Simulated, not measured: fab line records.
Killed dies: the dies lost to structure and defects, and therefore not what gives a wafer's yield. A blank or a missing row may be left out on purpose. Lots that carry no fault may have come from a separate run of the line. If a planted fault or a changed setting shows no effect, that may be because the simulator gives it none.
Chamber matching :: flow nand-harc :: NHARC_A_STAIRCASE_TRIM_196 on rie-diel-02: 4 sister chambers
The step chemistry O2, time 211.2 s. 16 wafers are shown with their chamber, then 8 later ones without.

WAFERS WITH THEIR CHAMBER
wafer: L074.2
chamber: 2
showerhead-plenum-p-Torr (Torr): 3.69
drypump-motor-current-A (A): 6.3
oes-product-au (a.u.): 1.000

wafer: L074.5
chamber: 2
showerhead-plenum-p-Torr (Torr): 3.69
drypump-motor-current-A (A): 6.2
oes-product-au (a.u.): 0.990

wafer: L074.6
chamber: 1
showerhead-plenum-p-Torr (Torr): 3.50
drypump-motor-current-A (A): 5.9
oes-product-au (a.u.): 0.983

wafer: L082.2
chamber: 2
showerhead-plenum-p-Torr (Torr): 3.68
drypump-motor-current-A (A): 6.2
oes-product-au (a.u.): 1.011

wafer: L082.3
chamber: 1
showerhead-plenum-p-Torr (Torr): 3.50
drypump-motor-current-A (A): 5.9
oes-product-au (a.u.): 0.993

wafer: L082.4
chamber: 3
showerhead-plenum-p-Torr (Torr): 3.50
drypump-motor-current-A (A): 4.9
oes-product-au (a.u.): 0.998

wafer: L083.1
chamber: 1
showerhead-plenum-p-Torr (Torr): 3.49
drypump-motor-current-A (A): 5.8
oes-product-au (a.u.): 0.994

wafer: L083.2
chamber: 2
showerhead-plenum-p-Torr (Torr): 3.68
drypump-motor-current-A (A): 6.2
oes-product-au (a.u.): 1.000

wafer: L083.6
chamber: 1
showerhead-plenum-p-Torr (Torr): 3.49
drypump-motor-current-A (A): 5.8
oes-product-au (a.u.): 0.999

wafer: L086.2
chamber: 1
showerhead-plenum-p-Torr (Torr): 3.49
drypump-motor-current-A (A): 5.8
oes-product-au (a.u.): 0.996

wafer: L086.5
chamber: 0
showerhead-plenum-p-Torr (Torr): 3.71
drypump-motor-current-A (A): 5.6
oes-product-au (a.u.): 0.992

wafer: L086.6
chamber: 1
showerhead-plenum-p-Torr (Torr): 3.49
drypump-motor-current-A (A): 5.8
oes-product-au (a.u.): 0.994

wafer: L087.1
chamber: 3
showerhead-plenum-p-Torr (Torr): 3.49
drypump-motor-current-A (A): 4.9
oes-product-au (a.u.): 1.005

wafer: L087.2
chamber: 2
showerhead-plenum-p-Torr (Torr): 3.68
drypump-motor-current-A (A): 6.2
oes-product-au (a.u.): 1.001

wafer: L087.4
chamber: 0
showerhead-plenum-p-Torr (Torr): 3.71
drypump-motor-current-A (A): 5.6
oes-product-au (a.u.): 0.994

wafer: L093.1
chamber: 2
showerhead-plenum-p-Torr (Torr): 3.67
drypump-motor-current-A (A): 6.2
oes-product-au (a.u.): 1.000

SIGNATURES, as means of the wafers listed above
reading: showerhead-plenum-p-Torr
chamber 0: 3.7100
chamber 1: 3.4933
chamber 2: 3.6817
chamber 3: 3.4950
scatter within a chamber: 0.00624

reading: drypump-motor-current-A
chamber 0: 5.600
chamber 1: 5.833
chamber 2: 6.217
chamber 3: 4.900
scatter within a chamber: 0.0425

reading: oes-product-au
chamber 0: 0.99300
chamber 1: 0.99317
chamber 2: 1.00033
chamber 3: 1.00150
scatter within a chamber: 0.00573
Rule: a wafer lies at a distance from a chamber equal to the root of the sum of squares, over the readings, of (its reading less the chamber's mean, divided by the reading's scatter). The wafer belongs to the nearest chamber; if the next one is less than 2 further off, it can't be placed. The scatter is the square root of a quotient: the sum, over the shown wafers, of each reading's squared deviation from its chamber's mean, divided by wafers minus chambers.

WAFERS WITH NO CHAMBER GIVEN
wafer: L093.2
showerhead-plenum-p-Torr (Torr): 3.48
drypump-motor-current-A (A): 5.8
oes-product-au (a.u.): 1.003

wafer: L093.6
showerhead-plenum-p-Torr (Torr): 3.67
drypump-motor-current-A (A): 6.2
oes-product-au (a.u.): 1.004

wafer: L092.1
showerhead-plenum-p-Torr (Torr): 3.67
drypump-motor-current-A (A): 6.2
oes-product-au (a.u.): 1.002

wafer: L092.3
showerhead-plenum-p-Torr (Torr): 3.48
drypump-motor-current-A (A): 5.9
oes-product-au (a.u.): 0.997

wafer: L092.6
showerhead-plenum-p-Torr (Torr): 3.71
drypump-motor-current-A (A): 5.7
oes-product-au (a.u.): 0.997

wafer: L094.1
showerhead-plenum-p-Torr (Torr): 3.48
drypump-motor-current-A (A): 4.9
oes-product-au (a.u.): 1.004

wafer: L094.4
showerhead-plenum-p-Torr (Torr): 3.48
drypump-motor-current-A (A): 5.8
oes-product-au (a.u.): 1.008

wafer: L094.5
showerhead-plenum-p-Torr (Torr): 3.70
drypump-motor-current-A (A): 5.6
oes-product-au (a.u.): 0.998

EACH ONE'S CHAMBER
wafer: L093.2
from the rows above: 1
in truth: 1

wafer: L093.6
from the rows above: 2
in truth: 2

wafer: L092.1
from the rows above: 2
in truth: 2

wafer: L092.3
from the rows above: 1
in truth: 1

wafer: L092.6
from the rows above: 0
in truth: 0

wafer: L094.1
from the rows above: 3
in truth: 3

wafer: L094.4
from the rows above: 1
in truth: 1

wafer: L094.5
from the rows above: 0
in truth: 0
Placed correctly: 8 of 8. From these rows, 0 cannot be placed. Placed wrongly: 0.
